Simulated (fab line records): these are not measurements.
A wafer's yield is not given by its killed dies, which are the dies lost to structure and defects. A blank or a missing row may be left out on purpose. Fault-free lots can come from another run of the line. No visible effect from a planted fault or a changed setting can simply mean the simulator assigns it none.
Which tool was responsible?    flow nand harc    11 lots, 33 wafers sampled, at 2 steps of a route of 1159

WHAT THE GAUGES SHOWED, per wafer
NHARC_A_CONTACT_OVL_MEAS_43.
lot   measured      on          overlay x nm (nm)
L401  day 16 03:47  overlay-01  -0.7 -0.4 -0.9
L404  day 16 12:43  overlay-01  0.7 0.9 0.9
L403  day 16 12:52  overlay-02  5.6 6.1 6.4
L405  day 16 19:17  overlay-02  4.5 5.3 4.6
L407  day 17 06:55  overlay-02  0.5 -0.4 0.8
L409  day 18 04:40  overlay-01  6.5 6.6 6.6
L416  day 19 18:53  overlay-01  0.1 -0.9 -0.6
L417  day 20 02:00  overlay-01  -0.9 -0.8 -0.9
L418  day 20 10:41  overlay-01  -1.4 -1.1 -0.6
L420  day 20 19:04  overlay-02  1.0 0.5 0.8
L422  day 21 16:22  overlay-02  -0.4 -0.4 -0.4

WHAT TOOL EACH LOT RAN ON (gives the tool, then ch and the chambers of the sampled wafers, and finally the start)
lot   NHARC_A_CONTACT_EXPOSE_39
L401  arfi scanner-03 ch 0, day 16 03:33
L404  arfi scanner-03 ch 0, day 16 12:30
L403  arfi scanner-03 ch 0, day 16 12:38
L405  arfi scanner-03 ch 0, day 16 19:04
L407  arfi scanner-02 ch 0, day 17 06:41
L409  arfi scanner-03 ch 0, day 18 04:26
L416  arfi scanner-02 ch 0, day 19 18:39
L417  arfi scanner-02 ch 0, day 20 01:46
L418  arfi scanner-01 ch 0, day 20 10:28
L420  arfi scanner-01 ch 0, day 20 18:50
L422  arfi scanner-02 ch 0, day 21 16:08
- NHARC_A_CONTACT_EXPOSE_39: exposes mask A CC 3.

THE ANSWER, worked out from the rows above alone
Rule: the usual values come from the lots themselves. The widest of any qualifying gaps counts: lots, ordered by their means at a reading, are off when they make up no more than a third of the lots, leave a main group of 4 or more, and stand apart from it by 3 or more times the standard deviation of that group's means. A main group is skipped when, at the precision printed for the reading in the tables above, its means are all equal. Also off: a lot with no number at a reading for which 4 or more lots have one. Where the step has rows for the other lots, those lots are counted as sound.
Off, at NHARC_A_CONTACT_OVL_MEAS_43 on overlay x nm: L403, L405, L409. Main group: mean -0.2 nm, sd 0.68.
If a tool, at a process step before that reading, ran all the lots that are off and no sound lot after the first of them, it fits. Those tools and the gauges at NHARC_A_CONTACT_OVL_MEAS_43 are tried in the same way. One candidate fits, namely arfi scanner-03 at NHARC_A_CONTACT_EXPOSE_39. Its last sound lot is L404 (day 16 12:30), its first lot that is off L403 (day 16 12:38): a fault that began between those two fits.

WHAT THE SIMULATOR HAD INSERTED
Scanner matching overlay: arfi scanner-03, from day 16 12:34 on, at NHARC_A_CONTACT_EXPOSE_39. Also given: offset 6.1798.
Struck lots among those shown: L403, L405, L409. The same result came from the rule above.
